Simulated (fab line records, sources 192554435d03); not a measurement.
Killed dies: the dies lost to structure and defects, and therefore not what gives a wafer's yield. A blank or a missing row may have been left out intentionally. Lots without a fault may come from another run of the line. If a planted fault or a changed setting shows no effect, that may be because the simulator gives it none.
Matching of chambers -- flow n5Finfet -- rieDiel-05 running N5_PASSIVATION_ETCH_54: 4 sister chambers
The step etches SiO2 in CHF3/O2, target depth 880 nm, time 440 s. 14 wafers are shown with their chamber, then 7 later ones without.

== EACH WAFER AND ITS CHAMBER ==
wafer,chamber,drypumpMotorCurrentA (A),showerheadPlenumPTorr (Torr),throttleValvePct (%)
L370.1,1,5.1,2.35,18.63
L370.2,0,5.6,2.33,18.66
L370.6,2,6.2,2.45,18.84
L373.2,2,6.2,2.45,18.84
L373.5,0,5.6,2.33,18.67
L373.6,2,6.2,2.45,18.86
L378.1,0,5.7,2.32,18.71
L378.4,3,5.7,2.37,18.59
L378.5,2,6.2,2.44,18.87
L382.1,3,5.8,2.37,18.60
L382.2,2,6.2,2.44,18.88
L382.3,0,5.7,2.32,18.71
L387.2,3,5.7,2.36,18.62
L387.4,0,5.6,2.31,18.72

SIGNATURES (means of the wafers above)
reading,chamber 0,chamber 1,chamber 2,chamber 3,scatter within a chamber
drypumpMotorCurrentA,5.640,5.100,6.200,5.733,0.0432
showerheadPlenumPTorr,2.3220,2.3500,2.4460,2.3667,0.00683
throttleValvePct,18.6940,18.6300,18.8580,18.6033,0.0216
Rule: for each reading, subtract the chamber's mean from the wafer's reading, divide by that reading's scatter and square the result; add these up over the readings and take the root, which gives the wafer's distance from the chamber. The wafer belongs to the nearest chamber; if the next one is less than 2 further off, it can't be placed. The scatter: the root of (the sum of the squares of (reading less its chamber's mean) over the shown wafers, divided by (wafers less chambers)).

== WAFERS WITHOUT THEIR CHAMBER ==
wafer,drypumpMotorCurrentA (A),showerheadPlenumPTorr (Torr),throttleValvePct (%)
L387.5,5.7,2.31,18.75
L391.3,5.7,2.36,18.63
L391.4,5.7,2.31,18.75
L391.5,5.1,2.34,18.69
L392.3,5.1,2.33,18.71
L392.4,5.7,2.31,18.76
L392.5,5.7,2.36,18.65

== WHICH CHAMBER EACH WENT THROUGH ==
wafer,from the rows above,in truth
L387.5,0,0
L391.3,3,3
L391.4,0,0
L391.5,1,1
L392.3,1,1
L392.4,0,0
L392.5,3,3
7 of 7 placed correctly. Can't be placed from these rows: 0. 0 placed wrongly.
